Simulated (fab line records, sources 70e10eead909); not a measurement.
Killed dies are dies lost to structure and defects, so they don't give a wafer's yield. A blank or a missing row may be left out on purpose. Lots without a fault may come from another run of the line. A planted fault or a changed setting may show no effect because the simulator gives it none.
A struck lot beside a sound one | flow nand_harc | 15 steps out of a route of 1159
Sound: wafers L780.4, L780.5, L780.6. Struck: wafers L773.2, L773.4, L773.6. The cause comes at the end.
At each step with rows: each side's tool, then ch and its chambers, then its first start. Under that, the readings that differ: sound wafers | struck wafers | difference of the means | sigmas: that difference in standard deviations of wafers without a fault.
alike: readings whose means differ by less than 2 such deviations, and words and numbers that are the same on both sides. not compared: withheld readings, readings that some wafer has no value for, bounds like >300 that may hide the same value, and numbers for which the record gives no deviation and whose values overlap.
The two part at a step that has a row with sigmas, a row that says differs or no value, or rows on one side only. Numbers that don't overlap but have no deviation are shown without sigmas and don't part them. A reading that every wafer of one side lacks parts them only if that side has two wafers or more.

first, 7 steps without rows for these wafers: NHARC_P_ZERO_WELL_HMDS_45 (time 30 s); NHARC_P_ZERO_WELL_COAT_46; NHARC_P_ZERO_WELL_SOFTBAKE_47 (time 95 s); NHARC_P_ZERO_WELL_EBR_48; NHARC_P_ZERO_WELL_EXPOSE_49 (exposes mask P HVPW, target cd 2000 nm); NHARC_P_ZERO_WELL_PEB_50 (peb time 85 s); NHARC_P_ZERO_WELL_DEVELOP_51 (time 70 s).
NHARC_P_ZERO_WELL_CD_MEAS_52: target cd 2000 nm.
  sound on cd_sem-03 ch 0, day 5 05:56; struck on cd_sem-03 ch 0, day 3 11:44
  alike: cd_nm
then, 1 step without rows for these wafers: NHARC_P_ZERO_WELL_HARDBAKE_53 (time 80 s).
NHARC_P_ZERO_WELL_DESCUM_54: chemistry O2, time 3 s.
  sound on rie_diel-05 ch 0,3, day 5 06:06; struck on rie_diel-10 ch 0,2,3, day 3 11:56
  alike: drypump_motor_current_A, mfc_ar_sccm, o2_flow_sccm, oes_product_au, rf_vpp_V, showerhead_plenum_p_Torr, throttle_valve_pct
  not compared: rf_hours_counter_h
then, 2 steps without rows for these wafers: NHARC_P_ZERO_WELL_IMPLANT_55; NHARC_P_ZERO_WELL_IMPLANT_61.
NHARC_P_ZERO_WELL_STRIP_56: strips in SPM, time 840 s.
  sound on wet_bench-06 ch 1,5,7, day 5 06:39; struck on wet_bench-02 ch 3,6,7, day 3 12:26
  no value came back on the struck wafers for bath_guard_temp_C (C), bath_heat_duty_pct (%); on the sound wafers bath_guard_temp_C (C) reads 130.0 130.1 130.5
then, 1 step without rows for these wafers: NHARC_P_ZERO_WELL_PRECLEAN_68 (cleans in SC1, time 60 s).
-- the record jumps here: 18 days lie between the struck wafers' starts before and after (it left off in module P_ZERO_WELL and takes up again in module END, whose first step shown is number 1159 of the route) --
NHARC_END_SORT_01:
  sound on prober-02 ch 0, day 22 11:47; struck on prober-02 ch 0, day 21 02:38
  reading         | sound | struck | difference | sigmas
  killed_at_other | 0 1 1 | 4 2 3  | +2         | +3
  alike: killed_at_array, killed_at_periphery, killed_dies, killed_open, killed_short

WHERE THEY PART
First at NHARC_P_ZERO_WELL_STRIP_56; last, within this record, at NHARC_END_SORT_01.

WHY: what the simulator had put in
Skipped step whole: wet_bench-02, from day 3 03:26 on, at NHARC_P_ZERO_WELL_STRIP_56. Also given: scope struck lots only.
